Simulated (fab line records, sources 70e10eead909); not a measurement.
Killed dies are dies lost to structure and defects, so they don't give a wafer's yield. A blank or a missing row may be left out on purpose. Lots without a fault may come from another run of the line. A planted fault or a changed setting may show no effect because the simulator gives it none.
Chamber matching | flow nand_harc | NHARC_A_CHANNEL_FILL_D1_ALD_02 on ald_hk-04: 4 sister chambers
The step deposits SiO2, target thk 6 nm, pulse time 10 s, ald cycles 60. 16 wafers are shown with their chamber, then 8 later ones without.

WAFERS WITH THEIR CHAMBER
wafer  | chamber | heater_power_w (W) | precursor_pulse_height_rel | susceptor_temp_C (C)
L075.1 | 2       | 458                | 1.013                      | 299.85
L075.3 | 3       | 492                | 1.010                      | 300.15
L075.6 | 1       | 535                | 1.012                      | 300.23
L078.2 | 2       | 442                | 1.026                      | 300.27
L078.3 | 3       | 471                | 1.012                      | 299.59
L078.5 | 1       | 513                | 0.989                      | 299.70
L080.1 | 3       | 480                | 1.019                      | 300.04
L080.4 | 2       | 454                | 0.968                      | 299.72
L080.6 | 3       | 464                | 0.997                      | 300.09
L085.1 | 3       | 486                | 0.999                      | 300.16
L085.3 | 0       | 486                | 0.986                      | 299.89
L085.6 | 3       | 468                | 0.999                      | 300.15
L086.3 | 3       | 483                | 0.995                      | 299.86
L086.4 | 2       | 453                | 0.974                      | 299.94
L086.6 | 3       | 473                | 1.022                      | 300.03
L090.1 | 2       | 464                | 0.992                      | 300.08

SIGNATURES (means of the wafers above)
reading                    | chamber 0 | chamber 1 | chamber 2 | chamber 3 | scatter within a chamber
heater_power_w             | 486.00    | 524.00    | 454.20    | 477.12    | 9.81
precursor_pulse_height_rel | 0.98600   | 1.00050   | 0.99460   | 1.00663   | 0.0171
susceptor_temp_C           | 299.8900  | 299.9650  | 299.9720  | 300.0087  | 0.221
Rule: a wafer's distance from a chamber is the root of the sum, over the readings, of the square of ((its reading less the chamber's mean) divided by the reading's scatter). The wafer belongs to the nearest chamber; if the next one is less than 2 further off, it can't be placed. The scatter: the root of (the sum of the squares of (reading less its chamber's mean) over the shown wafers, divided by (wafers less chambers)).

WAFERS WITHOUT THEIR CHAMBER
wafer  | heater_power_w (W) | precursor_pulse_height_rel | susceptor_temp_C (C)
L090.3 | 476                | 1.008                      | 299.91
L090.4 | 529                | 0.973                      | 299.90
L096.3 | 439                | 0.972                      | 300.00
L096.4 | 487                | 0.998                      | 300.12
L096.6 | 492                | 1.024                      | 300.39
L095.3 | 533                | 0.977                      | 300.13
L095.4 | 480                | 0.981                      | 299.96
L095.5 | 518                | 0.979                      | 299.92

WHICH CHAMBER EACH WENT THROUGH
wafer  | from the rows above          | in truth
L090.3 | can't be placed: 3 or 0 or 2 | 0
L090.4 | 1                            | 1
L096.3 | 2                            | 2
L096.4 | can't be placed: 3 or 0      | 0
L096.6 | can't be placed: 3 or 0 or 1 | 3
L095.3 | 1                            | 1
L095.4 | can't be placed: 0 or 3 or 2 | 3
L095.5 | can't be placed: 1 or 0      | 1
Placed correctly: 3 of 8. Can't be placed from these rows: 5 (the true chamber is among the candidates in 5). Placed wrongly: 0.
